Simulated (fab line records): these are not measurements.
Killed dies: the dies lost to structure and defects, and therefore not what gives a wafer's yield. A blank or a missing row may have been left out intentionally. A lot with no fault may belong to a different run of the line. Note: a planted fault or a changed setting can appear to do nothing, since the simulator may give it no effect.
fab line records	flow nandHarc
record: lots: 13	wafers: 39	lastDay: 33
route steps=1302 shown A_M1@1196 A_BONDPAD@1212 END@1302
lots that met no fault: taken from a fault-free run of the same line
startH: hours from the record's first day to the start of the lot's first wafer shown	waitH: how many hours have passed since the lot's step before this one	" same as the row above	L1.1+2: a row that stands for several wafers	- value missing, or start not given	* or withheld: withheld	< > ~ a bound
route shown NAME@n: NAME is a module with steps in the file, n the number in the route of the first one	usual: mean/standard deviation taken from wafers without a fault	same: alike in all rows	chamber/n: place in a boat	sites: the reading at each site	_std_site: standard deviation of those values	_edge_site: inner sites' mean taken away from outer sites' mean	radiusMm: how far each site lies from the wafer's centre	mask NAME#n: copy n	behind: the most recent tool/chamber to have shaped the wafer	hold: cause of the lot's hold/its duration in hours/its outcome	device: transistor that didn't switch, given as n, p or np	end of line: the same wafers' tests at the end of the route	for a step that has no rows: nothing shown but its recipe	killed: the dies lost at the first sort to structure and to defects; this is not the yield of the wafer	map: per-die view of a wafer (x killed, . not killed, _ where there is no die)
set.NAME: setting as actually run; set.NAME@STEP: the setting as run at that earlier step	model.NAME: the simulator's own value behind a step, which no gauge read
the route's steps for a sample of lots (tables are steps, rows are wafers)
services: a tool's chamber out of use, with start hour (startH, from the record's first day; less than 0 if before it), hours out, and reason
== steps ==
step: NHARC_A_M1_THK_MEAS_24
recipe: thkMeasGauge: xrf
usual: thkNm: 154.5/1.5
lot.wafer	tool	chamber	startH	waitH	thkNm
L314.1	filmMetro-02	-	538.39	-	155.7
L314.3	"	-	"	"	155.9
L314.5	"	-	"	"	155.1
L315.1	filmMetro-01	-	546.80	-	153.5
L315.4	"	-	"	"	157.2
L315.5	"	-	"	"	155.2
L317.1	filmMetro-02	-	564.17	-	154.6
L317.2	"	-	"	"	152.0
L317.3	"	-	"	"	154.9
L316.2	filmMetro-01	-	565.09	-	153.1
L316.4	"	-	"	"	151.0
L316.6	"	-	"	"	153.0
L318.1	filmMetro-02	-	582.07	-	156.2
L318.2	"	-	"	"	156.9
L318.3	"	-	"	"	156.2
L325.1	filmMetro-02	-	645.59	-	154.2
L325.2	"	-	"	"	156.6
L325.5	"	-	"	"	156.2
L328.1	filmMetro-02	-	683.05	-	153.7
L328.2	"	-	"	"	156.6
L328.6	"	-	"	"	155.1
L329.1	filmMetro-01	-	700.31	-	154.5
L329.3	"	-	"	"	154.6
L329.6	"	-	"	"	151.8
L330.2	filmMetro-02	-	701.71	-	152.4
L330.3	"	-	"	"	152.2
L330.4	"	-	"	"	154.4
L331.2	filmMetro-01	-	725.09	-	153.5
L331.3	"	-	"	"	153.9
L331.4	"	-	"	"	154.7
L335.1	filmMetro-01	-	739.18	-	152.8
L335.2	"	-	"	"	155.3
L335.5	"	-	"	"	153.0
L333.1	filmMetro-01	-	747.51	-	155.2
L333.3	"	-	"	"	156.3
L333.6	"	-	"	"	154.1
L336.2	filmMetro-02	-	750.85	-	157.3
L336.3	"	-	"	"	154.3
L336.4	"	-	"	"	155.8
step: NHARC_A_M1_PRE_CLEAN_32
recipe: timeS: 12	tempC: 370	rfPowerW: 300	gas: NH3
usual: heaterPowerW: 633/60
lot.wafer	tool	chamber	startH	waitH	heaterPowerW
L314.1	pecvd-01	2	538.63	0.1	536
L314.3	"	0	"	"	693
L314.5	"	2	"	"	534
L315.1	pecvd-04	0	547.04	0.1	682
L315.5	"	2	"	"	565
L315.4	"	0	"	"	670
L317.3	pecvd-01	0	564.40	0.1	717
L317.1	"	1	"	"	571
L317.2	"	2	"	"	546
L316.2	pecvd-01	0	565.34	0.1	745
L316.6	"	2	"	"	555
L316.4	"	0	"	"	758
L318.1	pecvd-03	2	582.31	0.1	668
L318.2	"	0	"	"	633
L318.3	"	1	"	"	587
L325.2	pecvd-01	1	645.81	0.1	594
L325.1	"	0	"	"	672
L325.5	"	0	"	"	661
L328.1	pecvd-03	2	683.30	0.1	643
L328.2	"	0	"	"	653
L328.6	"	2	"	"	645
L329.3	pecvd-04	0	700.60	0.1	702
L329.1	"	1	"	"	664
L329.6	"	1	"	"	678
L330.2	pecvd-01	0	701.94	0.1	670
L330.3	"	2	"	"	533
L330.4	"	0	"	"	675
L331.3	pecvd-04	0	725.33	0.1	673
L331.2	"	1	"	"	684
L331.4	"	1	"	"	703
L335.1	pecvd-01	1	739.42	0.1	671
L335.2	"	2	"	"	506
L335.5	"	0	"	"	729
L333.1	pecvd-03	1	747.75	0.1	685
L333.3	"	2	"	"	590
L333.6	"	2	"	"	583
L336.3	pecvd-04	0	751.08	0.1	668
L336.2	"	1	"	"	637
L336.4	"	2	"	"	596
step: NHARC_A_BONDPAD_EXPOSE_06
recipe: na: 0.55	doseMj: 36.99	maskId: A_BPAD
usual: exposureDoseMJCm2: 37.00/0.031
same: na: 0.55
lot.wafer	tool	chamber	startH	waitH	mask	exposureDoseMJCm2
L314.1	krfScanner-02	0	540.32	-	A_BPAD#0	37.07
L314.3	"	0	"	"	A_BPAD#0	37.01
L314.5	"	0	"	"	A_BPAD#0	37.03
L315.1	krfScanner-01	0	548.73	-	A_BPAD#0	37.05
L315.4	"	0	"	"	A_BPAD#0	37.01
L315.5	"	0	"	"	A_BPAD#0	37.02
L317.1	krfScanner-04	0	566.23	-	A_BPAD#0	36.97
L317.2	"	0	"	"	A_BPAD#0	36.98
L317.3	"	0	"	"	A_BPAD#0	37.04
L316.2	krfScanner-02	0	567.05	-	A_BPAD#0	36.96
L316.4	"	0	"	"	A_BPAD#0	36.95
L316.6	"	0	"	"	A_BPAD#0	36.94
L318.1	krfScanner-04	0	584.05	-	A_BPAD#0	37.05
L318.2	"	0	"	"	A_BPAD#0	36.97
L318.3	"	0	"	"	A_BPAD#0	36.96
L325.1	krfScanner-04	0	647.39	-	A_BPAD#0	38.77
L325.2	"	0	"	"	A_BPAD#0	38.81
L325.5	"	0	"	"	A_BPAD#0	38.77
L328.1	krfScanner-02	0	684.88	-	A_BPAD#0	37.00
L328.2	"	0	"	"	A_BPAD#0	36.98
L328.6	"	0	"	"	A_BPAD#0	36.98
L329.1	krfScanner-04	0	702.32	-	A_BPAD#0	38.41
L329.3	"	0	"	"	A_BPAD#0	38.41
L329.6	"	0	"	"	A_BPAD#0	38.40
L330.2	krfScanner-02	0	703.65	-	A_BPAD#0	37.00
L330.3	"	0	"	"	A_BPAD#0	36.98
L330.4	"	0	"	"	A_BPAD#0	36.99
L331.2	krfScanner-02	0	726.90	-	A_BPAD#0	37.00
L331.3	"	0	"	"	A_BPAD#0	36.99
L331.4	"	0	"	"	A_BPAD#0	36.98
L335.1	krfScanner-01	0	741.10	-	A_BPAD#0	37.04
L335.2	"	0	"	"	A_BPAD#0	37.02
L335.5	"	0	"	"	A_BPAD#0	37.01
L333.1	krfScanner-01	0	749.70	-	A_BPAD#0	36.99
L333.3	"	0	"	"	A_BPAD#0	37.02
L333.6	"	0	"	"	A_BPAD#0	36.98
L336.2	krfScanner-01	0	752.66	-	A_BPAD#0	37.00
L336.3	"	0	"	"	A_BPAD#0	37.02
L336.4	"	0	"	"	A_BPAD#0	37.04
step: NHARC_A_BONDPAD_DESCUM_11
recipe: timeS: 3	o2FlowSccm: 200	arFlowSccm: 0	biasPowerW: 0	chemistry: O2
usual: drypumpMotorCurrentA: 5.7/0.43	mfcArSccm: 0.005/0.0075	oesProductAu: 1.002/0.0073	rfVppV: 58.0/0.85	showerheadPlenumPTorr: 1.96/0.079	throttleValvePct: 11.312/0.0091
same: biasPowerW: 0
lot.wafer	tool	chamber	startH	waitH	drypumpMotorCurrentA	mfcArSccm	oesProductAu	rfHoursCounterH	rfVppV	showerheadPlenumPTorr	throttleValvePct
L314.1	rieDiel-07	2	540.69	-	6.3	0.019	1.006	2	59.0	1.96	11.308
L314.3	"	3	"	"	5.2	0	1.000	2	58.0	1.99	11.328
L314.5	"	3	"	"	5.3	0	1.002	-	59.6	1.99	11.312
L315.4	rieDiel-11	1	549.09	-	5.5	0	1.002	16	59.7	2.07	11.312
L315.1	"	3	"	"	5.6	0.002	1.008	16	58.3	2.07	11.313
L315.5	"	2	"	"	5.1	0	1.021	-	58.7	2.06	11.314
L317.3	rieDiel-07	2	566.59	-	6.3	0.019	0.995	3	59.2	1.96	11.309
L317.1	"	0	"	"	5.4	0	1.002	3	56.7	1.97	11.310
L317.2	"	1	"	"	5.7	0.008	0.995	3	56.3	1.85	11.317
L316.4	rieDiel-07	1	567.43	-	5.7	0.008	1.002	3	58.0	1.85	11.308
L316.2	"	2	"	"	6.3	0.019	1.001	3	58.3	1.96	11.315
L316.6	"	1	"	"	5.7	0.008	1.004	-	56.5	1.85	11.322
L318.3	rieDiel-07	2	584.42	-	6.3	0.019	1.001	3	58.1	1.96	11.312
L318.1	"	3	"	"	5.3	0	1.003	3	56.7	1.99	11.321
L318.2	"	0	"	"	5.3	0	1.013	4	58.9	1.97	11.313
L325.2	rieDiel-07	2	647.75	-	6.3	0.019	1.011	5	57.2	1.96	11.296
L325.1	"	1	"	"	5.7	0.008	1.010	6	57.4	1.85	11.322
L325.5	"	2	"	"	6.3	0.019	1.006	-	59.0	1.96	11.307
L328.2	rieDiel-07	3	685.25	-	5.2	0	1.007	0	58.5	1.99	11.304
L328.1	"	0	"	"	5.3	0	1.003	0	58.2	1.97	11.294
L328.6	"	0	"	"	5.3	0	1.013	-	56.9	1.97	11.306
L329.3	rieDiel-07	3	702.69	-	5.3	0	1.011	0	57.6	1.99	11.290
L329.1	"	2	"	"	6.3	0.019	1.012	0	57.4	1.96	11.316
L329.6	"	0	"	"	5.3	0	1.006	-	58.5	1.97	11.308
L330.3	rieDiel-07	0	704.01	-	5.4	0	0.999	1	56.8	1.97	11.312
L330.4	"	2	"	"	6.3	0.019	1.005	1	58.9	1.96	11.311
L330.2	"	3	"	"	5.2	0	1.002	1	59.9	1.99	11.299
L331.3	rieDiel-11	0	727.26	-	6.3	0	0.990	21	56.8	1.80	11.298
L331.4	"	1	"	"	5.5	0	1.011	17	58.2	2.06	11.316
L331.2	"	3	"	"	5.6	0.002	0.993	20	57.2	2.06	11.317
L335.1	rieDiel-07	3	741.48	-	5.2	0	1.006	2	58.9	1.99	11.334
L335.2	"	1	"	"	5.7	0.008	1.009	2	58.7	1.85	11.329
L335.5	"	3	"	"	5.2	0	1.015	-	58.8	1.99	11.311
L333.3	rieDiel-07	0	750.07	-	5.4	0	1.008	2	58.5	1.97	11.328
L333.1	"	1	"	"	5.7	0.008	1.005	2	58.6	1.85	11.308
L333.6	"	1	"	"	5.8	0.008	1.008	-	58.0	1.85	11.326
L336.3	rieDiel-07	1	753.02	-	5.7	0.008	1.000	2	57.2	1.85	11.310
L336.2	"	2	"	"	6.3	0.019	1.008	3	58.1	1.96	11.316
L336.4	"	3	"	"	5.2	0	0.998	3	58.3	1.99	11.320
step: NHARC_END_SORT_01
recipe: tempC: 25
usual: defectLimitedYield: 90/3.3	killedAtArray: 61/23	killedAtOther: 1.3/1.4	killedAtPeriphery: 4.0/2.6	killedDies: 66/22	killedOpen: 3.4/1.8	killedShort: 2.3/1.4
same: grossDies: 677
lot.wafer	tool	chamber	startH	waitH	defectLimitedYield[%]	killedAtArray	killedAtOther	killedAtPeriphery	killedDies	killedOpen	killedShort
L314.1	prober-02	0	570.70	2.5	90	59	2	5	66	4	2
L314.3	prober-02	0	572.28	3.1	90	60	2	4	66	3	2
L314.5	prober-02	0	573.86	3.7	89	67	1	8	76	4	2
L315.1	prober-02	0	580.60	2.5	91	55	1	2	58	4	1
L315.4	prober-02	0	583.03	3.4	92	52	1	2	55	0	3
L315.5	prober-02	0	583.84	3.7	94	44	0	0	44	6	3
L317.1	prober-01	0	596.89	2.5	90	63	1	5	69	6	3
L317.2	prober-01	0	597.70	2.8	91	56	0	4	60	2	3
L317.3	prober-01	0	598.51	3.1	92	48	1	5	54	0	3
L316.2	prober-02	0	597.70	2.8	90	61	4	5	70	1	1
L316.4	prober-02	0	599.32	3.4	88	74	3	2	79	4	1
L316.6	prober-02	0	600.93	4.0	88	70	1	12	83	4	1
L318.1	prober-01	0	616.20	2.5	87	81	2	3	86	4	1
L318.2	prober-01	0	616.99	2.8	89	70	2	1	73	3	1
L318.3	prober-01	0	617.79	3.1	92	50	3	3	56	0	1
L325.1	prober-01	0	677.78	2.5	90	64	4	1	69	4	3
L325.2	prober-01	0	678.57	2.8	89	70	1	2	73	5	1
L325.5	prober-01	0	680.96	3.7	91	56	0	5	61	4	4
L328.1	prober-02	0	722.81	2.6	90	56	5	5	66	4	3
L328.2	prober-02	0	723.62	2.9	91	54	6	1	61	3	2
L328.6	prober-02	0	726.85	4.0	91	52	3	6	61	3	0
L329.1	prober-01	0	732.72	2.5	85	90	2	8	100	7	4
L329.3	prober-01	0	734.31	3.1	86	84	3	6	93	4	1
L329.6	prober-01	0	736.69	4.0	90	67	1	3	71	2	2
L330.2	prober-02	0	733.57	2.8	92	50	0	6	56	5	3
L330.3	prober-02	0	734.37	3.1	91	55	0	3	58	3	3
L330.4	prober-02	0	735.17	3.4	90	60	1	6	67	4	2
L331.2	prober-02	0	765.81	2.8	89	68	1	5	74	4	4
L331.3	prober-02	0	766.61	3.1	88	66	2	12	80	3	0
L331.4	prober-02	0	767.41	3.4	88	74	1	7	82	1	1
L335.1	prober-02	0	772.82	2.5	90	62	2	4	68	1	2
L335.2	prober-02	0	773.62	2.8	89	70	3	4	77	6	3
L335.5	prober-02	0	776.03	3.7	88	74	0	4	78	4	3
L333.1	prober-02	0	780.63	2.5	91	52	3	3	58	3	1
L333.3	prober-02	0	782.25	3.1	91	55	3	1	59	4	1
L333.6	prober-02	0	784.67	4.0	89	72	1	4	77	3	1
L336.2	prober-01	0	780.64	2.8	95	28	2	4	34	5	2
L336.3	prober-01	0	781.44	3.1	93	43	3	3	49	1	3
L336.4	prober-01	0	782.23	3.4	94	40	1	1	42	4	1
killed by level:class
L314.1 A_CHANNEL_HOLE_D1:chamberFilmFlake=36 A_CHANNEL_HOLE_D2:chamberFilmFlake=6 A_CONTACT:chamberFilmFlake=4 A_WL_FILL:chamberFilmFlake=3 A_CONTACT:unspecified=3 A_BLC:geometricParticle:open=2 P_ZERO_WELL:chamberFilmFlake=2 A_STAIRCASE:chamberFilmFlake=2
L314.3 A_CHANNEL_HOLE_D1:chamberFilmFlake=29 A_STAIRCASE:chamberFilmFlake=11 A_CHANNEL_HOLE_D2:chamberFilmFlake=7 A_CONTACT:unspecified=6 P_ZERO_WELL:chamberFilmFlake=4 THIN_TSV:chamberFilmFlake=2 A_ONON_D2:geometricParticle:short=1 A_CHANNEL_FILL_D2:geometricParticle:open=1
L314.5 A_CHANNEL_HOLE_D1:chamberFilmFlake=36 A_CHANNEL_HOLE_D2:chamberFilmFlake=14 A_CONTACT:unspecified=6 A_STAIRCASE:chamberFilmFlake=5 P_ZERO_WELL:chamberFilmFlake=3 A_CHANNEL_FILL_D2:geometricParticle:short=2 P_M1:chamberFilmFlake=2 P_CONTACT:geometricParticle:open=1
L315.1 A_CHANNEL_HOLE_D1:chamberFilmFlake=39 A_CHANNEL_HOLE_D2:chamberFilmFlake=8 A_STAIRCASE:chamberFilmFlake=2 P_M0:geometricParticle:open=1 A_DECK1_JOINT:geometricParticle:open=1 A_CHANNEL_FILL_D2:geometricParticle:open=1 A_WL_FILL:geometricParticle:open=1 P_M0:chamberFilmFlake=1
L315.4 A_CHANNEL_HOLE_D1:chamberFilmFlake=35 A_CHANNEL_HOLE_D2:chamberFilmFlake=7 A_STAIRCASE:chamberFilmFlake=3 A_CHANNEL_FILL_D1:geometricParticle:short=2 A_CONTACT:chamberFilmFlake=2 A_ONON_D1:geometricParticle:short=1 P_ZERO_WELL:chamberFilmFlake=1 P_STI:chamberFilmFlake=1
L315.5 A_CHANNEL_HOLE_D1:chamberFilmFlake=21 A_CHANNEL_HOLE_D2:chamberFilmFlake=10 A_DECK1_JOINT:geometricParticle:open=2 A_CHANNEL_HOLE_D2:geometricParticle:open=2 A_CHANNEL_HOLE_D2:geometricParticle:short=2 A_CONTACT:chamberFilmFlake=2 A_ONON_D1:geometricParticle:open=1 A_CHANNEL_HOLE_D1:geometricParticle:open=1
L317.1 A_CHANNEL_HOLE_D1:chamberFilmFlake=38 A_CHANNEL_HOLE_D2:chamberFilmFlake=10 A_CONTACT:chamberFilmFlake=4 A_ONON_D2:geometricParticle:open=2 A_M1:chamberFilmFlake=2 P_GATE:geometricParticle:open=1 P_CONTACT:geometricParticle:open=1 A_SOURCE_PLATE:geometricParticle:open=1
L316.2 A_CHANNEL_HOLE_D2:chamberFilmFlake=26 A_SLIT:chamberFilmFlake=19 A_CONTACT:chamberFilmFlake=11 THIN_TSV:chamberFilmFlake=4 P_STI:chamberFilmFlake=3 A_STAIRCASE:chamberFilmFlake=2 A_CHANNEL_HOLE_D1:geometricParticle:open=1 A_WL_FILL:geometricParticle:short=1
L317.2 A_CHANNEL_HOLE_D1:chamberFilmFlake=29 A_CHANNEL_HOLE_D2:chamberFilmFlake=11 A_M1:chamberFilmFlake=4 A_WL_FILL:geometricParticle:short=2 P_STI:chamberFilmFlake=2 A_CHANNEL_FILL_D1:chamberFilmFlake=2 A_DECK1_JOINT:chamberFilmFlake=2 A_CONTACT:chamberFilmFlake=2
L317.3 A_CHANNEL_HOLE_D1:chamberFilmFlake=33 A_CHANNEL_HOLE_D2:chamberFilmFlake=9 P_STI:chamberFilmFlake=3 A_M1:chamberFilmFlake=2 P_GATE:geometricParticle:short=1 A_ONON_D1:geometricParticle:short=1 A_M1:geometricParticle:short=1 P_GATE:chamberFilmFlake=1
L316.4 A_SLIT:chamberFilmFlake=28 A_CHANNEL_HOLE_D2:chamberFilmFlake=28 A_CONTACT:chamberFilmFlake=6 THIN_TSV:chamberFilmFlake=3 A_M0:geometricParticle:open=2 A_CHANNEL_HOLE_D1:chamberFilmFlake=2 A_CHANNEL_FILL_D1:chamberFilmFlake=2 P_M1:geometricParticle:open=1
L316.6 A_CHANNEL_HOLE_D2:chamberFilmFlake=30 A_SLIT:chamberFilmFlake=27 A_CONTACT:chamberFilmFlake=5 P_GATE:chamberFilmFlake=4 P_CONTACT:chamberFilmFlake=4 A_CHANNEL_HOLE_D1:chamberFilmFlake=4 P_M1:geometricParticle:open=3 A_ONON_D2:geometricParticle:short=1
L318.1 A_CHANNEL_HOLE_D1:chamberFilmFlake=37 A_CHANNEL_HOLE_D2:chamberFilmFlake=34 A_M1:chamberFilmFlake=4 A_ONON_D2:geometricParticle:open=2 A_CONTACT:chamberFilmFlake=2 THIN_TSV:chamberFilmFlake=2 P_M0:geometricParticle:open=1 P_M1:geometricParticle:open=1
L318.2 A_CHANNEL_HOLE_D1:chamberFilmFlake=33 A_CHANNEL_HOLE_D2:chamberFilmFlake=23 A_CONTACT:chamberFilmFlake=3 A_DECK1_JOINT:chamberFilmFlake=2 A_WL_FILL:chamberFilmFlake=2 THIN_TSV:chamberFilmFlake=2 A_DECK1_JOINT:geometricParticle:open=1 A_CHANNEL_FILL_D2:geometricParticle:short=1
L318.3 A_CHANNEL_HOLE_D2:chamberFilmFlake=27 A_CHANNEL_HOLE_D1:chamberFilmFlake=18 THIN_TSV:chamberFilmFlake=3 P_M2:chamberFilmFlake=2 A_M1:chamberFilmFlake=2 A_CHANNEL_FILL_D1:geometricParticle:short=1 P_GATE:chamberFilmFlake=1 A_ZERO_WELL:chamberFilmFlake=1
L325.1 A_SLIT:chamberFilmFlake=28 A_CHANNEL_HOLE_D2:chamberFilmFlake=16 A_CHANNEL_HOLE_D1:chamberFilmFlake=6 A_CONTACT:chamberFilmFlake=5 THIN_TSV:chamberFilmFlake=3 A_ONON_D1:geometricParticle:open=1 A_SGD_CUT:geometricParticle:short=1 A_WL_FILL:geometricParticle:short=1
L325.2 A_SLIT:chamberFilmFlake=31 A_CHANNEL_HOLE_D2:chamberFilmFlake=13 A_CONTACT:chamberFilmFlake=11 A_CHANNEL_HOLE_D1:chamberFilmFlake=5 A_M0:geometricParticle:open=2 A_STAIRCASE:chamberFilmFlake=2 A_WL_FILL:chamberFilmFlake=2 P_STI:geometricParticle:open=1
L325.5 A_SLIT:chamberFilmFlake=23 A_CHANNEL_HOLE_D2:chamberFilmFlake=13 A_STAIRCASE:chamberFilmFlake=6 A_CONTACT:chamberFilmFlake=6 A_CHANNEL_FILL_D1:geometricParticle:open=2 A_CHANNEL_FILL_D2:geometricParticle:short=2 A_CHANNEL_HOLE_D1:chamberFilmFlake=2 P_STI:geometricParticle:short=1
L328.1 A_SLIT:chamberFilmFlake=35 A_CHANNEL_HOLE_D1:chamberFilmFlake=10 THIN_TSV:chamberFilmFlake=5 A_CONTACT:chamberFilmFlake=3 P_GATE:geometricParticle:open=2 A_STAIRCASE:chamberFilmFlake=2 P_CONTACT:geometricParticle:open=1 A_ONON_D1:geometricParticle:short=1
L328.2 A_SLIT:chamberFilmFlake=30 A_CHANNEL_HOLE_D1:chamberFilmFlake=7 A_CONTACT:chamberFilmFlake=7 THIN_TSV:chamberFilmFlake=6 A_CHANNEL_HOLE_D1:geometricParticle:short=2 A_ZERO_WELL:chamberFilmFlake=2 A_DECK1_JOINT:chamberFilmFlake=2 P_CONTACT:geometricParticle:open=1
L328.6 A_SLIT:chamberFilmFlake=28 A_CONTACT:chamberFilmFlake=10 A_CHANNEL_HOLE_D1:chamberFilmFlake=6 P_M2:chamberFilmFlake=3 THIN_TSV:chamberFilmFlake=3 P_M0:chamberFilmFlake=2 A_DECK1_JOINT:chamberFilmFlake=2 A_CHANNEL_FILL_D1:geometricParticle:open=1
L329.1 A_SLIT:chamberFilmFlake=36 A_CHANNEL_HOLE_D1:chamberFilmFlake=35 A_DECK1_JOINT:chamberFilmFlake=6 A_CONTACT:chamberFilmFlake=4 P_STI:chamberFilmFlake=3 A_CHANNEL_FILL_D1:geometricParticle:open=2 A_WL_FILL:geometricParticle:short=2 P_CONTACT:geometricParticle:open=1
L330.2 A_CHANNEL_HOLE_D2:chamberFilmFlake=21 A_STAIRCASE:chamberFilmFlake=8 A_CHANNEL_HOLE_D1:chamberFilmFlake=7 A_SLIT:chamberFilmFlake=5 P_GATE:geometricParticle:short=2 A_M0:geometricParticle:open=2 P_GATE:chamberFilmFlake=2 A_WL_FILL:chamberFilmFlake=2
L329.3 A_CHANNEL_HOLE_D1:chamberFilmFlake=39 A_SLIT:chamberFilmFlake=29 A_CONTACT:chamberFilmFlake=5 A_STAIRCASE:chamberFilmFlake=3 THIN_TSV:chamberFilmFlake=3 P_STI:chamberFilmFlake=2 P_M1:chamberFilmFlake=2 A_DECK1_JOINT:chamberFilmFlake=2
L330.3 A_CHANNEL_HOLE_D2:chamberFilmFlake=25 A_STAIRCASE:chamberFilmFlake=7 A_CONTACT:chamberFilmFlake=7 A_CHANNEL_HOLE_D1:chamberFilmFlake=6 A_SLIT:chamberFilmFlake=3 P_CONTACT:geometricParticle:short=2 A_WL_FILL:chamberFilmFlake=2 A_SGD_CUT:geometricParticle:open=1
L330.4 A_CHANNEL_HOLE_D2:chamberFilmFlake=29 A_STAIRCASE:chamberFilmFlake=10 A_CHANNEL_HOLE_D1:chamberFilmFlake=7 A_CONTACT:chamberFilmFlake=5 A_M0:geometricParticle:short=2 P_GATE:chamberFilmFlake=2 A_SLIT:chamberFilmFlake=2 A_WL_FILL:chamberFilmFlake=2
L329.6 A_SLIT:chamberFilmFlake=30 A_CHANNEL_HOLE_D1:chamberFilmFlake=22 A_CONTACT:chamberFilmFlake=4 A_CHANNEL_FILL_D1:chamberFilmFlake=3 A_STAIRCASE:chamberFilmFlake=2 A_ONON_D1:geometricParticle:short=1 A_CHANNEL_HOLE_D2:geometricParticle:short=1 A_CHANNEL_FILL_D2:geometricParticle:open=1
L331.2 A_SLIT:chamberFilmFlake=27 A_CHANNEL_HOLE_D2:chamberFilmFlake=15 A_CHANNEL_HOLE_D1:chamberFilmFlake=11 P_CONTACT:chamberFilmFlake=4 A_ONON_D1:geometricParticle:short=3 A_ONON_D1:geometricParticle:open=3 A_CONTACT:chamberFilmFlake=3 A_STAIRCASE:chamberFilmFlake=2
L331.3 A_CHANNEL_HOLE_D2:chamberFilmFlake=27 A_SLIT:chamberFilmFlake=19 P_CONTACT:chamberFilmFlake=10 A_CHANNEL_HOLE_D1:chamberFilmFlake=10 A_CONTACT:chamberFilmFlake=3 A_M1:geometricParticle:open=2 A_CHANNEL_FILL_D1:chamberFilmFlake=2 THIN_TSV:chamberFilmFlake=2
L331.4 A_CHANNEL_HOLE_D2:chamberFilmFlake=33 A_SLIT:chamberFilmFlake=22 A_CHANNEL_HOLE_D1:chamberFilmFlake=9 P_CONTACT:chamberFilmFlake=6 A_CONTACT:chamberFilmFlake=6 A_DECK1_JOINT:geometricParticle:open=1 A_SGD_CUT:geometricParticle:short=1 P_ZERO_WELL:chamberFilmFlake=1
L335.1 A_SLIT:chamberFilmFlake=26 A_CHANNEL_HOLE_D2:chamberFilmFlake=19 A_CONTACT:chamberFilmFlake=12 P_STI:chamberFilmFlake=2 P_GATE:chamberFilmFlake=2 HYBRID_BOND:chamberFilmFlake=2 A_ONON_D2:geometricParticle:short=1 A_CHANNEL_HOLE_D2:geometricParticle:open=1
L335.2 A_SLIT:chamberFilmFlake=32 A_CHANNEL_HOLE_D2:chamberFilmFlake=20 A_CONTACT:chamberFilmFlake=6 A_SGD_CUT:chamberFilmFlake=4 P_CONTACT:geometricParticle:open=2 A_M1:chamberFilmFlake=2 HYBRID_BOND:chamberFilmFlake=2 P_M1:geometricParticle:short=1
L335.5 A_CHANNEL_HOLE_D2:chamberFilmFlake=27 A_SLIT:chamberFilmFlake=25 A_CONTACT:chamberFilmFlake=11 P_CONTACT:geometricParticle:open=2 A_CHANNEL_HOLE_D2:geometricParticle:short=2 A_M1:chamberFilmFlake=2 A_SGD_CUT:chamberFilmFlake=2 P_GATE:geometricParticle:open=1
L333.1 A_SLIT:chamberFilmFlake=25 A_CHANNEL_HOLE_D1:chamberFilmFlake=13 A_CONTACT:chamberFilmFlake=6 A_STAIRCASE:chamberFilmFlake=4 THIN_TSV:chamberFilmFlake=3 P_CONTACT:geometricParticle:open=1 A_CHANNEL_FILL_D2:geometricParticle:open=1 A_CHANNEL_FILL_D2:geometricParticle:short=1
L336.2 A_CHANNEL_HOLE_D1:chamberFilmFlake=12 A_CONTACT:chamberFilmFlake=6 A_SLIT:chamberFilmFlake=4 A_ZERO_WELL:chamberFilmFlake=2 P_M0:geometricParticle:open=1 P_M1:geometricParticle:open=1 P_M2:geometricParticle:open=1 A_ONON_D1:geometricParticle:short=1
L336.3 A_CHANNEL_HOLE_D1:chamberFilmFlake=21 A_CONTACT:chamberFilmFlake=7 A_SLIT:chamberFilmFlake=6 A_WL_FILL:chamberFilmFlake=4 A_CHANNEL_FILL_D2:chamberFilmFlake=2 HYBRID_BOND:latent=2 P_CONTACT:geometricParticle:open=1 P_M0:geometricParticle:short=1
L336.4 A_CHANNEL_HOLE_D1:chamberFilmFlake=18 A_SLIT:chamberFilmFlake=8 A_CONTACT:chamberFilmFlake=6 A_CHANNEL_FILL_D1:chamberFilmFlake=2 A_CHANNEL_FILL_D2:chamberFilmFlake=2 P_GATE:geometricParticle:open=1 A_ONON_D2:geometricParticle:open=1 A_CHANNEL_FILL_D2:geometricParticle:open=1
L333.3 A_SLIT:chamberFilmFlake=31 A_CONTACT:chamberFilmFlake=7 A_STAIRCASE:chamberFilmFlake=6 A_CHANNEL_HOLE_D1:chamberFilmFlake=5 THIN_TSV:chamberFilmFlake=3 A_CHANNEL_FILL_D1:chamberFilmFlake=2 P_M0:geometricParticle:open=1 A_ONON_D1:geometricParticle:open=1
L333.6 A_SLIT:chamberFilmFlake=33 A_CHANNEL_HOLE_D1:chamberFilmFlake=16 A_CONTACT:chamberFilmFlake=12 A_STAIRCASE:chamberFilmFlake=4 A_CHANNEL_FILL_D1:chamberFilmFlake=2 A_WL_FILL:chamberFilmFlake=2 P_GATE:geometricParticle:short=1 P_M0:geometricParticle:open=1
== services ==
tool	chamber	startH	hours	kind
pecvd-04	-	517.31	0.7	repair
krfScanner-04	-	526.00	4.0	pm
krfScanner-01	-	536.01	0.3	repair
pecvd-03	-	538.63	3.2	repair
pecvd-03	-	547.25	13.0	pm
rieDiel-07	3	547.52	4.3	repair
krfScanner-02	-	564.27	0.8	repair
pecvd-01	2	596.44	11.5	repair
krfScanner-04	-	605.28	1.2	repair
krfScanner-02	-	610.00	4.0	pm
pecvd-04	-	631.54	13.0	pm
krfScanner-01	-	656.00	4.0	pm
krfScanner-02	-	656.59	0.9	repair
krfScanner-01	-	660.20	0.5	repair
krfScanner-02	-	660.74	1.6	repair
krfScanner-01	-	660.96	1.7	repair
rieDiel-07	0	670.58	2.6	repair
pecvd-01	-	673.06	13.0	pm
rieDiel-07	1	677.98	13.1	repair
pecvd-01	-	694.62	0.5	repair
krfScanner-04	-	698.00	4.0	pm
pecvd-01	-	701.00	0.8	repair
pecvd-03	-	728.39	13.0	pm
rieDiel-07	0	741.45	3.8	repair
== key ==
firstSign: step: NHARC_A_BONDPAD_EXPOSE_06	reading: exposureDoseMJCm2	direction: up	sigmas: 51	usual: 37.00	struck: 38.60
effect none on later readings
metAt NHARC_A_BONDPAD_EXPOSE_06
struckLots L325,L329
loopTrim: step: NHARC_A_BONDPAD_EXPOSE_06	setting: dose	lots: L329
notActingAt NHARC_A_M1_THK_MEAS_24,NHARC_A_M1_PRE_CLEAN_32,NHARC_A_BONDPAD_DESCUM_11
onsetBetween 584.05 647.39
fault: kind: processParameterDrift	tool: krfScanner-04	chamber: -	onsetH: 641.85	steps: NHARC_A_BONDPAD_EXPOSE_06	channel: doseMj	offset: 1.7518	shape: step	actsIn: theseRecipesOnly	stated: 36.99
loopTrim: a control loop set the setting to another value than it would have without faults
